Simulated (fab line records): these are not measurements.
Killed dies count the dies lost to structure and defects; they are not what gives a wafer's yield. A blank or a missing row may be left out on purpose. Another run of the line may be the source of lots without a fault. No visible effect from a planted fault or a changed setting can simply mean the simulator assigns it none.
Struck lot and sound lot, side by side | flow n5Finfet | 14 steps out of a route of 1938
Sound: wafers L109.1, L109.4, L109.6. Struck: wafers L100.3, L100.6. The cause comes at the end.
At each step with rows: each side's tool, then ch and its chambers, then its first start. Under that, the readings that differ: sound wafers | struck wafers | difference of the means | sigmas: that difference in standard deviations of wafers without a fault.
alike: readings whose means differ by less than 2 such deviations, and words and numbers that are the same on both sides. not compared: withheld readings, readings that some wafer has no value for, bounds like >300 that may hide the same value, and numbers for which the record gives no deviation and whose values overlap.
The two part at a step that has a row with sigmas, a row that says differs or no value, or rows on one side only. When numbers do not overlap yet have no deviation, they are printed without sigmas and do not part them. A reading missing from all wafers of one side parts the sides only when that side holds two or more wafers.

first, 2 steps without rows for these wafers: N5_BEOL_M1_ANNEAL_87 (time 240 s); N5_BEOL_M1_SPUTTER_88 (material Cu, target thk 4.5 nm, time 8.29 s).
N5_BEOL_M1_ANNEAL_89: time 240 s.
  struck on pvdSputter-02, day 8 01:26; sound on pvdSputter-03, day 11 03:55
  alike: heaterPowerW
N5_BEOL_M1_SPUTTER_90: material Cu, target thk 4.5 nm, time 8.29 s.
  struck on pvdSputter-02, day 8 01:34; sound on pvdSputter-03, day 11 04:04
  alike: chamberPressurePa, chuckGasFlowSccm, throttleValvePct
N5_BEOL_M1_ANNEAL_91: time 240 s.
  struck on pvdSputter-02, day 8 01:39; sound on pvdSputter-03, day 11 04:08
  alike: heaterPowerW
N5_BEOL_M1_SPUTTER_92: material Cu, target thk 4.5 nm, time 8.29 s.
  struck on pvdSputter-02, day 8 01:47; sound on pvdSputter-03, day 11 04:17
  alike: chamberPressurePa, chuckGasFlowSccm, throttleValvePct
N5_BEOL_M1_ANNEAL_93: time 240 s.
  struck on pvdSputter-02, day 8 01:52; sound on pvdSputter-03, day 11 04:22
  alike: heaterPowerW
then, 5 steps without rows for these wafers: N5_BEOL_M1_SPUTTER_94 (material Cu, target thk 4.5 nm, time 8.29 s); N5_BEOL_M1_ANNEAL_95 (time 240 s); N5_BEOL_M1_SPUTTER_96 (material Cu, target thk 4.5 nm, time 8.29 s); N5_BEOL_M1_ECD_50 (material Cu, target thk 300 nm); N5_BEOL_M1_ANNEAL_51 (time 90 s).
N5_BEOL_M1_CMP_52: polishes, stops on SiOC, t overpolish 6.8 s, target thk 40 nm.
  sound on cmp-04 ch 1,2,3, day 11 05:13; struck on cmp-02 ch 2,3, day 8 02:50
reading                   | sound                | struck        | difference | sigmas
barrierFieldEndpointS (s) | 25.2 24.0 24.5       | 41.1 41.1     | +16.5      | +29
headPressurePsi (psi)     | 0.9955 0.9998 0.9995 | 0.3305 0.3338 | -0.6661    | -99 or more
overpolishRunS (s)        | 6.793 6.806 6.804    | 0.033 0.039   | -6.765     | -99 or more
  alike: motorCurrentA, timeToEndpointS
-- a jump in the record: the struck wafers' starts before and after are 3 days apart (it breaks off in module BEOL_M1 and resumes in module BEOL_M4, where the first step shown is number 1111 of the route) --
N5_BEOL_M4_RC_MEAS_101:
  sound on prober-01 ch 0, day 13 17:37; struck on prober-01 ch 0, day 11 01:32
reading       | sound       | struck  | difference | sigmas
ION_P (uA/um) | 450 447 451 | 465 468 | +17        | +2
  alike: DIBL_N, DIBL_P, IOFF_N, IOFF_P, ION_N, SS_N, SS_P, VT_N, VT_P

## WHERE THEY PART
At N5_BEOL_M1_CMP_52 first; at N5_BEOL_M4_RC_MEAS_101 last (within this record only).

WHY: whatever the simulator had introduced
Drift in process parameters on cmp-02 at N5_BEOL_M1_CMP_52, starting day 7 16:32. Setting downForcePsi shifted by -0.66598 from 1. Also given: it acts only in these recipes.
